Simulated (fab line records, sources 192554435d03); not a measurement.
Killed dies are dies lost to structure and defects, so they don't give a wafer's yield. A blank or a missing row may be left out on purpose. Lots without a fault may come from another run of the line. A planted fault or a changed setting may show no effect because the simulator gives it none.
A struck lot beside a sound one | flow n5_finfet | 15 steps out of a route of 1938
Sound: wafers L162.1, L162.4, L162.6. Struck: wafers L150.3, L150.4, L150.6. The cause comes at the end.
At each step with rows: each side's tool, then ch and its chambers, then its first start. Under that, the readings that differ: sound wafers | struck wafers | difference of the means | sigmas: that difference in standard deviations of wafers without a fault.
alike: readings whose means differ by less than 2 such deviations, and words and numbers that are the same on both sides. not compared: withheld readings, readings that some wafer has no value for, bounds like >300 that may hide the same value, and numbers for which the record gives no deviation and whose values overlap.
The two part at a step that has a row with sigmas, a row that says differs or no value, or rows on one side only. Numbers that don't overlap but have no deviation are shown without sigmas and don't part them. A reading that every wafer of one side lacks parts them only if that side has two wafers or more.

first, 3 steps without rows for these wafers: N5_BEOL_M5_EXPOSE_08 (exposes mask M5, target cd 28 nm); N5_BEOL_M5_PEB_09 (peb time 60 s); N5_BEOL_M5_DEVELOP_10 (develop time 30 s).
N5_BEOL_M5_CD_MEAS_11: target cd 27.74 nm.
  sound on cd_sem-01 ch 0, day 12 17:19; struck on cd_sem-02 ch 0, day 10 09:15
  alike: cd_nm
N5_BEOL_M5_OVL_MEAS_12:
  sound on overlay-02 ch 0, day 12 17:20; struck on overlay-02 ch 0, day 10 09:17
  alike: M5_OVL
N5_BEOL_M5_INSPECT_13: inspects for defects (brightfield).
  sound on defect_inspect-02, day 12 17:24; struck on defect_inspect-01, day 10 09:20
  alike: raw_defect_count
N5_BEOL_M5_DESCUM_16: chemistry O2, time 7 s.
  sound on rie_diel-01 ch 2,3, day 12 17:31; struck on rie_diel-06 ch 0,2,3, day 10 09:46
  alike: drypump_motor_current_A, oes_product_au, rf_vpp_V, showerhead_plenum_p_Torr, throttle_valve_pct
  not compared: rf_hours_counter_h
N5_BEOL_M5_ETCH_72: etches underlayer in N2/H2, target depth 6.5 nm, time 5.2 s.
  sound on rie_diel-01 ch 2,3, day 12 17:33; struck on rie_diel-06 ch 0,2,3, day 10 09:49
  alike: bias_w, drypump_motor_current_A, etch_rf_on_time_s, oes_product_au, rf_vpp_V, showerhead_plenum_p_Torr, throttle_valve_pct
  not compared: rf_hours_counter_h
N5_BEOL_M5_ETCH_61: etches SiARC in CF4, target depth 15.6 nm, time 26 s.
  sound on rie_diel-01 ch 2,3, day 12 17:34; struck on rie_diel-06 ch 0,2,3, day 10 09:50
  alike: bias_w, drypump_motor_current_A, etch_rf_on_time_s, oes_product_au, rf_vpp_V, showerhead_plenum_p_Torr, throttle_valve_pct
  not compared: rf_hours_counter_h
N5_BEOL_M5_ETCH_62: etches SOC in N2/H2, target depth 75 nm, overetch 15 nm, time 112.5 s.
  sound on rie_diel-01 ch 2,3, day 12 17:36; struck on rie_diel-06 ch 0,2,3, day 10 09:51
  alike: bias_w, drypump_motor_current_A, oes_product_au, rf_vpp_V, showerhead_plenum_p_Torr, throttle_valve_pct
  not compared: rf_hours_counter_h
then, 2 steps without rows for these wafers: N5_BEOL_M5_STRIP_63 (strips in N2/H2); N5_BEOL_M5_STRIP_73 (strips in N2/H2).
N5_BEOL_M5_STRIP_64: strips in CF4.
  sound on rie_diel-01 ch 2,3, day 12 17:43; struck on rie_diel-06 ch 0,2,3, day 10 09:59
  no value came back on the struck wafers for any of 7 readings (bias_power_w (W), cf4_flow_sccm (sccm) and others); on the sound wafers bias_power_w (W) reads 75.23 75.14 74.91
  reading                                    | sound | struck      | difference | sigmas
  model.SiARC_of_BEOL_M5_COAT_60.thk_nm (nm) | 0 0 0 | 6.8 6.6 6.8 | +6.7       |
  not compared: rf_hours_counter_h
N5_BEOL_M5_HM_OPEN_17: chemistry Cl2/BCl3, target TiN, target depth 20 nm, overetch 6 nm.
  sound on rie_metal-02 ch 1, day 12 17:46; struck on rie_metal-03 ch 0,1, day 10 10:03
  alike: bias_w, drypump_motor_current_A, oes_ar_750_au, oes_product_au, throttle_valve_pct
  not compared: rf_hours_counter_h, model.SiARC_of_BEOL_M5_COAT_60.thk_nm
N5_BEOL_M5_STRIP_19: strips in O2.
  sound on rie_diel-04 ch 1,2,3, day 12 17:58; struck on rie_diel-06 ch 0,1,2, day 10 10:13
  alike: chamber_pressure_mTorr, drypump_motor_current_A, oes_product_au, rf_vpp_V, showerhead_plenum_p_Torr, throttle_valve_pct
  not compared: rf_hours_counter_h

WHERE THEY PART
Only at N5_BEOL_M5_STRIP_64, within this record. Later steps at which nothing parts them and some readings are alike: N5_BEOL_M5_HM_OPEN_17, N5_BEOL_M5_STRIP_19.

WHY: what the simulator had put in
Skipped step whole: rie_diel-06, from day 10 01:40 on, at N5_BEOL_M5_STRIP_64. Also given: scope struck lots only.
